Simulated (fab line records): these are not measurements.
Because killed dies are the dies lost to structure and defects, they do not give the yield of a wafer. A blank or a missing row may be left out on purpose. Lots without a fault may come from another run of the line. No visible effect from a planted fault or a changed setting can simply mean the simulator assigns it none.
fab line records	flow nandHarc
[record] lots = 24	wafers = 72	lastDay = 24
route steps=1159 shown A_CONTACT@949 A_BLC@993 A_M0@1005
lots that met no fault: taken from a fault-free run of the same line
startH: the number of hours between the record's first day and the start of the first shown wafer of the lot	waitH: hours from the lot's prior step to this one	" identical to the entry in the row above	L1.1+2: a single row standing in for several wafers	- no value, or no start given	* or withheld: withheld	< > ~ a bound
route shown NAME@n: names a module that has steps shown in the file, with the first one's number in the route	usual: average and standard deviation across the fault-free wafers	same: alike in all rows	chamber/n: place in a boat	sites: per-site readings	_std_site: how widely they spread, as a standard deviation	_edge_site: outer sites' mean less inner sites'	radiusMm: for every site, how far away it sits from the centre of the wafer	mask NAME#n: copy n	behind: the tool/chamber that last shaped the wafer	hold: why the lot was held/for how many hours/how that ended	device: transistor that didn't switch, given as n, p or np	end of line: the tests these same wafers got at the end of their route	a step given without rows: its recipe and nothing more	killed: the dies lost at the first sort to structure and to defects; this is not the yield of the wafer	map: the dies of a wafer, with x for killed, . for not killed, _ for no die there
set.NAME: setting as actually run; set.NAME@STEP: the setting as run at that earlier step	model.NAME: the simulator's own value behind a step, which no gauge read
steps of the route over a sample of lots; a table a step, a row a wafer
services: from which hour (startH, from the record's first day; less than 0 if before it) a tool's chamber was out of use, for how many hours, and why
[[steps]]
[step NHARC_A_CONTACT_ETCH_92]
[recipe] targetDepthA = 400	overEtchFrac = 0.5	timeS = 85.7	ionEnergyEv = 120	ch3fFlowSccm = 50	o2FlowSccm = 30	arFlowSccm = 200	rfW = 500	biasW = 100	chemistry = CH3F/O2
[usual] ch3fFlowSccm = 50.02/0.15	drypumpMotorCurrentA = 5.7/0.38	oesProductAu = 0.931/0.021	rfFwdPowerW = 496.4/1.8	rfVppV = 243.7/1.5	showerheadPlenumPTorr = 2.41/0.087	throttleValvePct = 20.663/0.01
lot.wafer	tool	chamber	startH	waitH	ch3fFlowSccm	drypumpMotorCurrentA	oesProductAu	rfFwdPowerW	rfHoursCounterH	rfVppV	showerheadPlenumPTorr	throttleValvePct
L074.2	rieDiel-01	2	394.39	0.3	50.18	6.0	0.918	494.3	26	244.1	2.51	20.664
L074.3	"	3	"	"	50.07	5.3	0.914	493.2	29	245.4	2.40	20.670
L074.4	"	0	"	"	49.98	6.7	0.928	496.7	-	242.8	2.28	20.639
L075.4	rieDiel-07	0	397.47	0.3	50.31	5.8	0.932	496.9	53	247.1	2.61	20.668
L075.3	"	1	"	"	50.06	5.6	0.933	495.6	56	243.7	2.42	20.659
L075.6	"	3	"	"	50.04	5.3	0.930	496.7	-	244.8	2.42	20.649
L079.1	rieDiel-13	3	402.64	0.3	49.92	6.0	0.940	495.7	19	245.7	2.51	20.670
L079.2	"	1	"	"	49.89	5.5	0.925	495.9	20	243.5	2.35	20.665
L079.6	"	3	"	"	49.80	6.0	0.935	496.0	-	244.8	2.51	20.669
L076.1	rieDiel-13	1	403.76	0.4	49.98	5.4	0.913	497.7	20	241.5	2.35	20.661
L076.5	"	1	"	"	49.96	5.4	0.921	497.3	-	242.5	2.35	20.673
L076.6	"	3	"	"	50.11	6.0	0.923	494.7	-	246.7	2.51	20.649
L081.2	rieDiel-13	2	413.76	0.3	50.29	6.0	0.928	498.4	21	242.5	2.36	20.667
L081.1	"	1	"	"	49.96	5.4	0.913	498.8	22	241.6	2.35	20.661
L081.6	"	2	"	"	49.90	6.0	0.923	500.5	-	241.4	2.36	20.681
L077.1	rieDiel-13	2	417.45	0.4	50.03	6.0	0.949	494.7	22	243.0	2.36	20.662
L077.6	"	3	"	"	50.12	6.0	0.929	498.0	-	245.1	2.51	20.670
L077.5	"	0	"	"	49.98	5.2	0.929	494.6	-	242.8	2.33	20.668
L080.3	rieDiel-01	1	419.06	0.3	50.13	5.1	0.932	493.9	29	242.5	2.31	20.657
L080.1	"	3	"	"	50.22	5.4	0.918	495.8	38	243.9	2.40	20.662
L080.6	"	0	"	"	49.95	6.7	0.937	495.3	-	241.8	2.28	20.642
L078.4	rieDiel-07	2	420.40	0.3	49.80	5.9	1.005	496.0	2	245.1	2.46	20.666
L078.1	"	3	"	"	49.84	5.2	0.984	498.4	2	244.1	2.41	20.662
L078.2	"	0	"	"	50.10	5.8	0.997	496.2	1	246.7	2.61	20.661
L082.3	rieDiel-07	2	441.15	0.2	49.70	6.0	0.921	499.5	6	244.4	2.46	20.672
L082.2	"	0	"	"	50.16	5.9	0.922	498.5	6	247.9	2.61	20.660
L082.6	"	3	"	"	49.97	5.3	0.913	496.2	-	244.5	2.41	20.651
L084.1	rieDiel-13	0	450.47	0.4	50.04	5.2	0.928	497.3	29	242.8	2.33	20.679
L084.2	"	2	"	"	50.04	6.0	0.931	499.3	29	244.0	2.36	20.671
L084.5	"	3	"	"	50.34	6.0	0.919	494.7	-	244.8	2.51	20.652
L086.1	rieDiel-13	2	451.41	0.4	49.90	6.0	0.946	498.1	29	242.3	2.36	20.670
L086.6	"	3	"	"	50.09	6.0	0.924	496.2	-	245.3	2.51	20.667
L086.5	"	0	"	"	50.16	5.2	0.933	498.3	-	242.6	2.33	20.651
L085.4	rieDiel-07	1	455.64	0.5	50.11	5.7	0.917	491.4	10	244.4	2.42	20.676
L085.1	"	3	"	"	50.13	5.3	0.934	497.0	11	244.3	2.41	20.655
L085.6	"	0	"	"	49.96	5.8	0.931	497.3	-	245.8	2.61	20.651
L083.3	rieDiel-07	3	457.16	0.3	49.98	5.3	0.920	496.5	12	245.2	2.41	20.670
L083.1	"	1	"	"	49.88	5.7	0.916	494.4	11	245.5	2.42	20.668
L083.6	"	3	"	"	49.97	5.3	0.916	499.1	-	243.9	2.41	20.662
L088.2	rieDiel-13	3	464.69	0.3	50.13	6.0	0.993	494.3	0	244.7	2.51	20.651
L088.3	"	1	"	"	49.98	5.5	0.984	499.1	0	242.4	2.34	20.654
L088.6	"	0	"	"	49.95	5.2	1.004	496.9	-	243.7	2.32	20.663
L087.4	rieDiel-01	0	469.78	0.3	49.76	6.8	0.933	494.7	58	241.5	2.27	20.651
L087.1	"	2	"	"	49.96	6.0	0.932	496.7	56	243.9	2.50	20.669
L087.3	"	3	"	"	50.00	5.4	0.918	496.5	59	244.5	2.39	20.651
L089.1	rieDiel-07	3	470.85	0.4	50.13	5.3	0.926	496.1	17	243.7	2.41	20.681
L089.6	"	2	"	"	50.01	6.0	0.933	497.2	-	244.4	2.45	20.662
L089.5	"	3	"	"	49.94	5.2	0.926	496.6	-	243.3	2.41	20.668
L090.4	rieDiel-13	2	482.08	0.3	50.28	6.0	0.932	498.6	3	242.8	2.35	20.665
L090.5	"	2	"	"	50.02	6.0	0.913	496.5	-	241.5	2.35	20.653
L090.6	"	3	"	"	50.21	6.0	0.920	492.4	-	245.0	2.51	20.654
L092.4	rieDiel-07	1	498.48	0.3	50.01	5.6	0.908	494.7	27	244.1	2.41	20.652
L092.6	"	1	"	"	49.80	5.6	0.911	496.8	-	245.5	2.41	20.648
L092.5	"	2	"	"	50.05	6.0	0.910	494.5	-	244.0	2.45	20.652
L093.1	rieDiel-13	1	500.57	0.5	49.93	5.4	0.923	497.0	7	242.3	2.34	20.669
L093.4	"	2	"	"	50.19	6.0	0.929	499.6	7	242.9	2.35	20.654
L093.3	"	3	"	"	49.85	6.0	0.928	494.5	7	245.4	2.51	20.654
L091.3	rieDiel-13	0	501.83	0.3	49.88	5.2	0.932	496.1	8	242.5	2.32	20.669
L091.1	"	1	"	"	50.36	5.4	0.918	498.8	8	243.0	2.34	20.673
L091.4	"	3	"	"	50.27	6.0	0.922	495.7	7	246.3	2.51	20.686
L094.4	rieDiel-13	0	502.91	0.3	50.10	5.2	0.922	496.6	8	241.5	2.32	20.652
L094.6	"	0	"	"	50.22	5.2	0.934	497.8	-	242.2	2.32	20.675
L094.5	"	1	"	"	50.23	5.5	0.916	499.0	-	243.7	2.34	20.672
L095.1	rieDiel-07	3	523.38	0.4	49.95	5.2	0.915	493.7	35	243.3	2.40	20.664
L095.2	"	0	"	"	50.05	5.8	0.934	495.7	38	246.7	2.59	20.658
L095.4	"	2	"	"	49.73	6.0	0.925	495.9	35	243.9	2.45	20.665
L096.4	rieDiel-13	1	526.95	0.3	49.70	5.4	0.921	496.4	13	244.8	2.34	20.652
L096.3	"	3	"	"	49.89	6.0	0.915	492.9	13	244.2	2.51	20.679
L096.6	"	2	"	"	50.10	6.0	0.930	497.7	-	242.0	2.35	20.677
L097.2	rieDiel-13	0	531.84	0.4	49.89	5.2	0.934	496.5	15	241.9	2.32	20.654
L097.4	"	1	"	"	50.06	5.4	0.926	496.3	15	243.6	2.34	20.665
L097.1	"	2	"	"	49.94	6.0	0.934	496.1	15	243.8	2.35	20.656
[step NHARC_A_BLC_INSPECT_28]
[usual] rawDefectCount = 456/110
lot.wafer	tool	chamber	startH	waitH	rawDefectCount
L074.2	defectInspect-01	-	401.94	0.1	338
L074.3	"	-	"	"	340
L074.4	"	-	"	"	416
L075.3	defectInspect-01	-	409.17	0.1	644
L075.4	"	-	"	"	388
L075.6	"	-	"	"	385
L076.1	defectInspect-02	-	413.47	0.1	445
L076.5	"	-	"	"	520
L076.6	"	-	"	"	399
L079.1	defectInspect-01	-	413.67	0.1	307
L079.2	"	-	"	"	374
L079.6	"	-	"	"	404
L081.1	defectInspect-02	-	424.47	0.1	333
L081.2	"	-	"	"	337
L081.6	"	-	"	"	448
L077.1	defectInspect-02	-	424.90	0.1	441
L077.5	"	-	"	"	424
L077.6	"	-	"	"	441
L080.1	defectInspect-02	-	433.95	0.1	750
L080.3	"	-	"	"	569
L080.6	"	-	"	"	571
L078.1	defectInspect-02	-	434.92	0.1	385
L078.2	"	-	"	"	350
L078.4	"	-	"	"	542
L082.2	defectInspect-02	-	453.28	0.1	431
L082.3	"	-	"	"	580
L082.6	"	-	"	"	780
L084.1	defectInspect-01	-	457.98	0.1	334
L084.2	"	-	"	"	374
L084.5	"	-	"	"	282
L086.1	defectInspect-02	-	458.41	0.1	641
L086.5	"	-	"	"	448
L086.6	"	-	"	"	750
L085.1	defectInspect-01	-	462.87	0.1	340
L085.4	"	-	"	"	343
L085.6	"	-	"	"	350
L083.1	defectInspect-02	-	463.70	0.1	306
L083.3	"	-	"	"	281
L083.6	"	-	"	"	286
L088.2	defectInspect-01	-	472.69	0.1	390
L088.3	"	-	"	"	714
L088.6	"	-	"	"	485
L087.1	defectInspect-02	-	491.99	0.1	430
L087.3	"	-	"	"	551
L087.4	"	-	"	"	378
L089.1	defectInspect-02	-	492.97	0.1	460
L089.5	"	-	"	"	673
L089.6	"	-	"	"	426
L090.4	defectInspect-01	-	497.47	0.1	422
L090.5	"	-	"	"	570
L090.6	"	-	"	"	518
L092.4	defectInspect-02	-	513.76	0.1	317
L092.5	"	-	"	"	413
L092.6	"	-	"	"	464
L093.1	defectInspect-02	-	514.14	0.1	513
L093.3	"	-	"	"	461
L093.4	"	-	"	"	382
L091.1	defectInspect-02	-	514.56	0.1	548
L091.3	"	-	"	"	380
L091.4	"	-	"	"	499
L094.4	defectInspect-02	-	519.24	0.1	425
L094.5	"	-	"	"	516
L094.6	"	-	"	"	401
L095.1	defectInspect-02	-	530.23	0.1	391
L095.2	"	-	"	"	683
L095.4	"	-	"	"	440
L096.3	defectInspect-02	-	534.55	0.1	359
L096.4	"	-	"	"	402
L096.6	"	-	"	"	460
L097.1	defectInspect-02	-	542.41	0.1	417
L097.2	"	-	"	"	413
L097.4	"	-	"	"	473
[step NHARC_A_M0_OVL_MEAS_10]
[recipe] pitchNm = 160
[usual] overlayXNm = 0.1/0.69	overlayYNm = -0.2/0.86
lot.wafer	tool	chamber	startH	waitH	overlayXNm	overlayYNm
L074.2	overlay-01	-	402.94	-	0.8	-0.6
L074.3	"	-	"	"	1.1	-0.6
L074.4	"	-	"	"	0.3	-0.5
L075.3	overlay-01	-	410.16	-	0.1	0.5
L075.4	"	-	"	"	0.2	0.5
L075.6	"	-	"	"	0.1	0.2
L076.1	overlay-02	-	414.49	-	-0.2	0.6
L076.5	"	-	"	"	-0.4	0.4
L076.6	"	-	"	"	0.1	0.7
L079.1	overlay-01	-	414.68	-	-1.1	0.7
L079.2	"	-	"	"	-0.8	0.8
L079.6	"	-	"	"	-0.9	0.4
L081.1	overlay-01	-	425.45	-	-0.2	-1.8
L081.2	"	-	"	"	-1.0	-1.7
L081.6	"	-	"	"	-0.5	-2.1
L077.1	overlay-02	-	426.31	-	-1.1	-0.4
L077.5	"	-	"	"	-0.4	0.4
L077.6	"	-	"	"	-0.7	0.2
L080.1	overlay-02	-	434.95	-	-0.3	-0.3
L080.3	"	-	"	"	-0.3	0.8
L080.6	"	-	"	"	0.3	0.2
L078.1	overlay-02	-	435.78	-	-0.9	0.2
L078.2	"	-	"	"	-0.3	0.3
L078.4	"	-	"	"	-0.1	0.1
L082.2	overlay-02	-	454.14	-	0.9	-1.0
L082.3	"	-	"	"	0.6	-1.8
L082.6	"	-	"	"	0.7	-1.8
L084.1	overlay-02	-	458.97	-	0.8	-0.1
L084.2	"	-	"	"	0.8	-0.3
L084.5	"	-	"	"	0.9	-0.3
L086.1	overlay-01	-	459.40	-	-1.1	-0.8
L086.5	"	-	"	"	-0.4	-0.5
L086.6	"	-	"	"	-1.2	-0.7
L085.1	overlay-01	-	463.87	-	1.7	0.4
L085.4	"	-	"	"	1.4	0.6
L085.6	"	-	"	"	1.6	0.7
L083.1	overlay-01	-	464.56	-	-0.4	0.1
L083.3	"	-	"	"	-0.2	0.1
L083.6	"	-	"	"	-0.6	-0.1
L088.2	overlay-01	-	473.56	-	0.0	-0.4
L088.3	"	-	"	"	0.1	-0.6
L088.6	"	-	"	"	0.2	-0.2
L087.1	overlay-01	-	492.85	-	-0.3	-0.7
L087.3	"	-	"	"	-0.8	-0.8
L087.4	"	-	"	"	0.0	-0.5
L089.1	overlay-01	-	493.97	-	0.5	-1.9
L089.5	"	-	"	"	0.3	-1.5
L089.6	"	-	"	"	-0.2	-1.6
L090.4	overlay-02	-	498.46	-	-0.2	-0.5
L090.5	"	-	"	"	-0.1	-1.0
L090.6	"	-	"	"	-0.2	-0.6
L092.4	overlay-02	-	515.10	-	0.8	0.1
L092.5	"	-	"	"	1.2	-0.2
L092.6	"	-	"	"	0.4	0.0
L093.1	overlay-01	-	515.48	-	-1.3	0.2
L093.3	"	-	"	"	-0.6	-0.4
L093.4	"	-	"	"	-0.8	-0.4
L091.1	overlay-02	-	515.63	-	1.2	-0.3
L091.3	"	-	"	"	1.2	-1.0
L091.4	"	-	"	"	1.5	-0.8
L094.4	overlay-01	-	520.96	-	0.1	-1.3
L094.5	"	-	"	"	0.0	-1.3
L094.6	"	-	"	"	0.8	-1.4
L095.1	overlay-02	-	531.23	-	0.5	0.3
L095.2	"	-	"	"	-0.3	0.8
L095.4	"	-	"	"	0.0	0.3
L096.3	overlay-02	-	535.57	-	0.3	1.2
L096.4	"	-	"	"	0.8	1.3
L096.6	"	-	"	"	0.5	1.1
L097.1	overlay-02	-	543.40	-	0.2	0.4
L097.2	"	-	"	"	0.3	0.9
L097.4	"	-	"	"	0.3	0.9
[step NHARC_A_M0_DESCUM_14]
[recipe] timeS = 3	o2FlowSccm = 200	arFlowSccm = 0	biasPowerW = 0	chemistry = O2
[usual] drypumpMotorCurrentA = 5.6/0.49	oesProductAu = 0.999/0.01	rfVppV = 57.8/0.9	showerheadPlenumPTorr = 1.89/0.075	throttleValvePct = 11.311/0.0093
lot.wafer	tool	chamber	startH	waitH	drypumpMotorCurrentA	oesProductAu	rfHoursCounterH	rfVppV	showerheadPlenumPTorr	throttleValvePct
L074.2	rieDiel-03	0	403.04	0.1	6.1	0.994	0	58.0	1.97	11.314
L074.3	"	1	"	"	5.7	0.996	0	59.1	1.92	11.315
L074.4	"	2	"	"	5.5	0.995	0	57.4	2.03	11.320
L075.3	rieDiel-03	0	410.25	0.1	6.1	1.007	0	59.4	1.97	11.296
L075.4	"	2	"	"	5.5	1.011	0	58.8	2.03	11.314
L075.6	"	1	"	"	5.8	1.007	-	58.1	1.92	11.295
L076.1	rieDiel-03	2	414.61	0.1	5.5	0.998	0	58.5	2.03	11.318
L076.6	"	3	"	"	5.5	1.001	-	57.2	1.93	11.320
L076.5	"	0	"	"	6.1	1.002	-	58.9	1.97	11.319
L079.1	rieDiel-05	2	414.80	0.1	5.4	1.002	4	58.2	1.92	11.287
L079.2	"	3	"	"	6.0	0.984	5	56.5	1.81	11.320
L079.6	"	0	"	"	5.0	1.007	-	58.5	1.87	11.303
L081.1	rieDiel-05	2	425.55	0.1	5.4	1.003	5	57.5	1.92	11.304
L081.2	"	1	"	"	5.2	0.984	4	59.5	1.86	11.328
L081.6	"	2	"	"	5.4	1.005	-	58.6	1.92	11.304
L077.1	rieDiel-05	2	426.42	0.1	5.3	0.994	5	57.0	1.92	11.311
L077.5	"	1	"	"	5.2	0.992	-	57.2	1.86	11.318
L077.6	"	2	"	"	5.3	0.996	-	57.7	1.92	11.295
L080.1	rieDiel-03	1	435.04	0.1	5.8	1.001	1	58.0	1.92	11.320
L080.3	"	3	"	"	5.5	0.994	1	57.2	1.93	11.308
L080.6	"	2	"	"	5.5	0.983	-	57.5	2.03	11.319
L078.1	rieDiel-12	1	435.88	0.1	4.8	0.986	5	58.4	1.90	11.308
L078.2	"	3	"	"	5.1	1.007	4	56.9	1.79	11.318
L078.4	"	0	"	"	5.9	0.969	4	58.0	1.80	11.327
L082.2	rieDiel-03	3	454.23	0.1	5.4	1.013	3	57.2	1.93	11.305
L082.3	"	2	"	"	5.5	1.003	3	57.2	2.03	11.321
L082.6	"	0	"	"	6.1	1.003	-	59.4	1.97	11.292
L084.1	rieDiel-03	2	459.07	0.1	5.5	0.992	3	57.9	2.03	11.325
L084.2	"	0	"	"	6.1	1.002	4	58.3	1.97	11.309
L084.5	"	0	"	"	6.1	0.998	-	58.1	1.97	11.321
L086.1	rieDiel-12	3	459.52	0.1	5.1	1.005	5	56.8	1.79	11.297
L086.5	"	0	"	"	5.9	0.985	-	57.7	1.80	11.311
L086.6	"	1	"	"	4.8	0.989	-	56.5	1.90	11.316
L085.1	rieDiel-03	0	463.97	0.1	6.1	1.002	4	57.1	1.97	11.322
L085.4	"	0	"	"	6.1	0.995	-	58.7	1.97	11.299
L085.6	"	1	"	"	5.8	1.005	-	59.6	1.92	11.304
L083.1	rieDiel-12	0	464.67	0.1	5.9	0.993	7	58.0	1.80	11.314
L083.3	"	2	"	"	6.5	0.983	7	57.1	1.78	11.314
L083.6	"	3	"	"	5.0	1.010	-	57.9	1.79	11.310
L088.3	rieDiel-05	3	473.65	0.1	6.0	1.008	10	56.9	1.81	11.311
L088.2	"	1	"	"	5.2	0.991	9	57.8	1.86	11.320
L088.6	"	0	"	"	5.0	0.999	-	57.0	1.87	11.309
L087.4	rieDiel-12	3	492.96	0.1	5.1	1.013	9	57.9	1.79	11.296
L087.1	"	0	"	"	5.9	0.998	9	56.5	1.79	11.313
L087.3	"	1	"	"	4.8	0.992	9	57.3	1.89	11.294
L089.1	rieDiel-05	0	494.08	0.1	5.0	1.012	12	55.9	1.87	11.307
L089.5	"	2	"	"	5.3	1.008	-	56.8	1.92	11.318
L089.6	"	3	"	"	6.1	1.014	-	56.9	1.81	11.307
L090.4	rieDiel-05	3	498.58	0.1	6.0	1.002	13	57.1	1.81	11.321
L090.5	"	1	"	"	5.2	0.998	-	58.3	1.86	11.314
L090.6	"	2	"	"	5.3	1.003	-	58.0	1.92	11.309
L092.4	rieDiel-05	2	515.24	0.1	5.4	0.997	-	58.0	1.92	11.301
L092.5	"	2	"	"	5.3	0.999	-	57.7	1.92	11.325
L092.6	"	0	"	"	5.0	1.004	-	57.3	1.87	11.309
L093.4	rieDiel-12	0	515.57	0.1	5.9	0.993	11	57.8	1.79	11.322
L093.3	"	1	"	"	4.8	0.995	12	60.2	1.89	11.319
L093.1	"	3	"	"	5.0	1.017	11	57.0	1.79	11.297
L091.1	rieDiel-12	1	515.73	0.1	4.8	0.985	12	58.0	1.89	11.300
L091.3	"	2	"	"	6.6	0.972	11	55.7	1.78	11.308
L091.4	"	3	"	"	5.0	1.011	11	57.5	1.79	11.314
L094.4	rieDiel-03	1	521.06	0.1	5.8	1.011	7	56.4	1.92	11.308
L094.5	"	0	"	"	6.1	0.994	-	57.8	1.97	11.316
L094.6	"	1	"	"	5.7	0.998	-	57.9	1.92	11.303
L095.2	rieDiel-12	1	531.32	0.1	4.8	1.001	12	57.3	1.89	11.325
L095.1	"	2	"	"	6.5	0.989	12	56.9	1.78	11.293
L095.4	"	0	"	"	5.9	0.988	12	58.5	1.79	11.308
L096.3	rieDiel-03	1	535.66	0.1	5.7	0.992	8	57.8	1.92	11.321
L096.4	"	0	"	"	6.1	0.990	9	59.0	1.97	11.292
L096.6	"	1	"	"	5.7	1.002	-	57.3	1.92	11.321
L097.1	rieDiel-03	1	543.49	0.1	5.7	1.010	9	59.9	1.92	11.303
L097.4	"	3	"	"	5.4	1.014	8	58.3	1.93	11.312
L097.2	"	0	"	"	6.1	1.000	10	57.0	1.97	11.312
[step NHARC_A_M0_PVD_21]
[recipe] targetThkA = 300	chamberPressurePa = 5	powerW = 5000	substrateTempC = 30	timeS = 20.49	material = Cu
[usual] throttleValvePct = 30.0/0.75
lot.wafer	tool	chamber	startH	waitH	throttleValvePct
L074.3	pvdSputter-03	-	-	-	30.4
L074.2	"	-	"	"	30.7
L074.4	"	-	"	"	31.2
L075.3	pvdSputter-02	-	-	-	29.3
L075.4	"	-	"	"	30.2
L075.6	"	-	"	"	30.0
L076.1	pvdSputter-03	-	-	-	31.4
L076.6	"	-	"	"	31.0
L076.5	"	-	"	"	31.0
L079.2	pvdSputter-02	-	-	-	29.9
L079.1	"	-	"	"	29.7
L079.6	"	-	"	"	29.2
L081.1	pvdSputter-02	-	-	-	29.9
L081.2	"	-	"	"	29.2
L081.6	"	-	"	"	29.8
L077.1	pvdSputter-01	-	-	-	30.2
L077.6	"	-	"	"	30.5
L077.5	"	-	"	"	28.9
L080.1	pvdSputter-03	-	-	-	31.0
L080.3	"	-	"	"	30.3
L080.6	"	-	"	"	30.8
L078.4	pvdSputter-03	-	-	-	29.8
L078.1	"	-	"	"	31.2
L078.2	"	-	"	"	30.2
L082.2	pvdSputter-01	-	-	-	31.4
L082.3	"	-	"	"	30.1
L082.6	"	-	"	"	29.2
L084.1	pvdSputter-01	-	-	-	31.2
L084.2	"	-	"	"	30.1
L084.5	"	-	"	"	31.6
L086.1	pvdSputter-02	-	-	-	29.0
L086.6	"	-	"	"	29.8
L086.5	"	-	"	"	29.7
L085.1	pvdSputter-02	-	-	-	28.9
L085.4	"	-	"	"	29.8
L085.6	"	-	"	"	29.8
L083.3	pvdSputter-01	-	-	-	29.1
L083.1	"	-	"	"	31.3
L083.6	"	-	"	"	30.0
L088.3	pvdSputter-01	-	-	-	30.0
L088.2	"	-	"	"	30.6
L088.6	"	-	"	"	29.8
L087.4	pvdSputter-01	-	-	-	30.3
L087.1	"	-	"	"	30.8
L087.3	"	-	"	"	29.3
L089.1	pvdSputter-02	-	-	-	29.7
L089.6	"	-	"	"	30.0
L089.5	"	-	"	"	29.0
L090.4	pvdSputter-02	-	-	-	29.0
L090.5	"	-	"	"	29.2
L090.6	"	-	"	"	29.9
L092.4	pvdSputter-01	-	-	-	29.1
L092.6	"	-	"	"	30.6
L092.5	"	-	"	"	29.1
L093.4	pvdSputter-03	-	-	-	31.1
L093.1	"	-	"	"	30.4
L093.3	"	-	"	"	29.5
L091.1	pvdSputter-02	-	-	-	29.8
L091.3	"	-	"	"	29.8
L091.4	"	-	"	"	29.0
L094.4	pvdSputter-03	-	522.25	-	30.3
L094.5	"	-	"	"	29.7
L094.6	"	-	"	"	30.6
L095.2	pvdSputter-02	-	-	-	28.9
L095.4	"	-	"	"	29.0
L095.1	"	-	"	"	29.6
L096.4	pvdSputter-02	-	-	-	29.7
L096.3	"	-	"	"	29.9
L096.6	"	-	"	"	29.0
L097.4	pvdSputter-03	-	-	-	30.7
L097.1	"	-	"	"	30.4
L097.2	"	-	"	"	29.4
[step NHARC_A_M0_DEP_32]
[recipe] targetThkA = 300	tempC = 370	targetThkNm = 30	pressureTorr = 3	flowSccm = 200	rfW = 450	material = SiCN
[usual] heaterPowerW = 594/71	rfFwdPowerW = 449.0/1.4	showerheadVppV = 1284/94
lot.wafer	tool	chamber	startH	waitH	heaterPowerW	rfFwdPowerW	showerheadVppV
L074.2	pecvd-01	0	405.69	0.1	640	449.3	1286
L074.3	"	1	"	"	513	448.9	1247
L074.4	"	2	"	"	576	449.3	1369
L075.3	pecvd-03	0	412.90	0.1	677	451.6	1319
L075.4	"	0	"	"	660	451.0	1317
L075.6	"	2	"	"	569	446.8	1330
L076.1	pecvd-02	1	417.21	0.1	694	448.3	1240
L076.6	"	1	"	"	685	448.6	1203
L076.5	"	2	"	"	598	449.0	1176
L079.1	pecvd-03	2	417.41	0.1	658	450.7	1318
L079.2	"	0	"	"	603	448.2	1320
L079.6	"	0	"	"	634	449.4	1294
L081.2	pecvd-03	2	428.24	0.1	608	449.7	1317
L081.1	"	0	"	"	588	450.1	1289
L081.6	"	1	"	"	476	448.7	1169
L077.1	pecvd-03	0	429.11	0.1	608	447.8	1294
L077.6	"	1	"	"	557	450.4	1186
L077.5	"	2	"	"	646	449.0	1308
L080.3	pecvd-03	1	437.72	0.1	532	447.9	1187
L080.1	"	0	"	"	623	447.9	1289
L080.6	"	1	"	"	537	445.2	1185
L078.1	pecvd-02	1	438.56	0.1	633	450.2	1213
L078.2	"	0	"	"	679	448.0	1459
L078.4	"	0	"	"	676	448.3	1466
L082.3	pecvd-02	1	457.02	0.1	655	450.3	1221
L082.2	"	2	"	"	601	447.8	1160
L082.6	"	1	"	"	653	452.5	1211
L084.1	pecvd-03	1	461.78	0.1	506	447.3	1177
L084.2	"	2	"	"	673	448.3	1325
L084.5	"	0	"	"	643	451.3	1310
L086.1	pecvd-02	1	462.25	0.1	651	452.2	1214
L086.6	"	2	"	"	659	449.5	1167
L086.5	"	1	"	"	635	447.7	1220
L085.1	pecvd-01	1	466.98	0.1	508	446.7	1238
L085.4	"	2	"	"	649	450.8	1401
L085.6	"	1	"	"	418	448.3	1264
L083.1	pecvd-03	1	467.59	0.1	556	447.0	1180
L083.3	"	2	"	"	640	450.3	1330
L083.6	"	1	"	"	441	446.8	1172
L088.2	pecvd-01	1	476.71	0.1	493	447.8	1268
L088.3	"	2	"	"	626	448.5	1413
L088.6	"	1	"	"	496	449.4	1282
L087.3	pecvd-02	1	495.64	0.1	683	448.5	1221
L087.1	"	2	"	"	582	449.2	1186
L087.4	"	0	"	"	650	448.3	1491
L089.1	pecvd-01	0	496.72	0.1	566	449.4	1272
L089.5	"	0	"	"	567	449.1	1271
L089.6	"	2	"	"	646	449.4	1400
L090.5	pecvd-02	0	501.35	0.2	656	451.0	1451
L090.6	"	1	"	"	633	446.8	1232
L090.4	"	2	"	"	591	450.0	1149
L092.5	pecvd-03	2	518.26	0.2	592	447.5	1348
L092.4	"	0	"	"	675	450.0	1293
L092.6	"	1	"	"	443	448.1	1162
L093.1	pecvd-01	0	518.47	0.1	580	449.9	1258
L093.3	"	1	"	"	448	449.6	1258
L093.4	"	2	"	"	650	449.7	1397
L091.1	pecvd-01	0	520.43	0.1	610	448.1	1273
L091.3	"	1	"	"	442	449.4	1231
L091.4	"	1	"	"	436	451.2	1262
L094.6	pecvd-03	2	523.81	0.2	603	447.9	1305
L094.4	"	0	"	"	602	448.5	1310
L094.5	"	1	"	"	507	447.6	1195
L095.2	pecvd-02	0	533.97	0.1	613	450.2	1476
L095.1	"	1	"	"	712	448.7	1208
L095.4	"	2	"	"	528	449.0	1177
L096.3	pecvd-03	1	538.46	0.1	473	447.6	1184
L096.4	"	1	"	"	469	448.6	1193
L096.6	"	2	"	"	598	450.6	1332
L097.2	pecvd-02	2	546.22	0.1	579	448.1	1187
L097.1	"	1	"	"	710	450.2	1205
L097.4	"	2	"	"	566	449.4	1173
[[services]]
tool	chamber	startH	hours	kind
rieDiel-12	-	379.40	9.0	pm
rieDiel-13	0	383.23	-	clean
rieDiel-01	1	385.95	10.3	repair
pvdSputter-02	-	392.02	10.0	pm
rieDiel-03	-	392.30	9.0	pm
rieDiel-13	2	401.11	8.7	repair
rieDiel-07	-	405.57	9.0	pm
pecvd-01	-	418.40	13.0	pm
rieDiel-13	-	453.26	9.0	pm
pvdSputter-03	-	458.00	10.0	pm
rieDiel-03	3	459.04	17.8	repair
pecvd-03	-	473.23	13.0	pm
pvdSputter-03	-	473.76	3.9	repair
pecvd-02	0	486.94	3.9	repair
rieDiel-01	-	491.93	9.0	pm
rieDiel-12	0	509.19	1.3	repair
rieDiel-05	1	514.45	22.9	repair
pecvd-02	-	515.20	13.0	pm
rieDiel-05	-	518.25	9.0	pm
rieDiel-03	-	523.00	0.3	repair
rieDiel-01	2	525.56	1.5	repair
rieDiel-05	2	528.18	3.5	repair
pvdSputter-01	-	540.14	10.0	pm
pecvd-03	1	546.09	33.8	repair
[[key]]
fault none
